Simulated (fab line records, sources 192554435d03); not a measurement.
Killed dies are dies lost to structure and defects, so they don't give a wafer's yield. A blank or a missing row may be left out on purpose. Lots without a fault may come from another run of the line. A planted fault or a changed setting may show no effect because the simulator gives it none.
Chamber matching | flow n5_finfet | N5_BEOL_M0_STRIP_104 on rie_diel-01: 4 sister chambers
The step strips in N2/H2. 8 wafers are shown with their chamber, then 7 later ones without.

WAFERS WITH THEIR CHAMBER
wafer  | chamber | showerhead_plenum_p_Torr (Torr) | drypump_motor_current_A (A)
L074.3 | 1       | 2.38                            | 5.8
L083.1 | 1       | 2.37                            | 5.7
L091.4 | 0       | 2.65                            | 6.3
L091.6 | 3       | 2.60                            | 6.6
L092.4 | 3       | 2.60                            | 6.6
L092.6 | 2       | 2.70                            | 5.3
L094.1 | 0       | 2.64                            | 6.3
L094.5 | 2       | 2.70                            | 5.2

WAFERS WITHOUT THEIR CHAMBER
wafer  | showerhead_plenum_p_Torr (Torr) | drypump_motor_current_A (A)
L094.6 | 2.69                            | 5.8
L096.1 | 2.64                            | 6.3
L096.5 | 2.64                            | 6.4
L096.6 | 2.60                            | 6.6
L097.1 | 2.64                            | 6.3
L097.2 | 2.69                            | 5.3
L097.3 | 2.59                            | 6.6

WHICH CHAMBER EACH WENT THROUGH
wafer  | from the rows above | in truth
L094.6 | 2                   | 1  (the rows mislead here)
L096.1 | 0                   | 0
L096.5 | 0                   | 0
L096.6 | 3                   | 3
L097.1 | 0                   | 0
L097.2 | 2                   | 2
L097.3 | 3                   | 3
Placed correctly: 6 of 7. Can't be placed from these rows: 0. Placed wrongly: 1.
How it was worked out, from the rows above alone: a wafer's distance from a chamber is the root of the sum, over the readings, of the square of ((its reading less the chamber's mean) divided by the reading's scatter). The wafer belongs to the nearest chamber; if the next one is less than 2 further off, it can't be placed. A chamber's mean is the mean of its shown wafers. The scatter: the root of (the sum of the squares of (reading less its chamber's mean) over the shown wafers, divided by (wafers less chambers)).
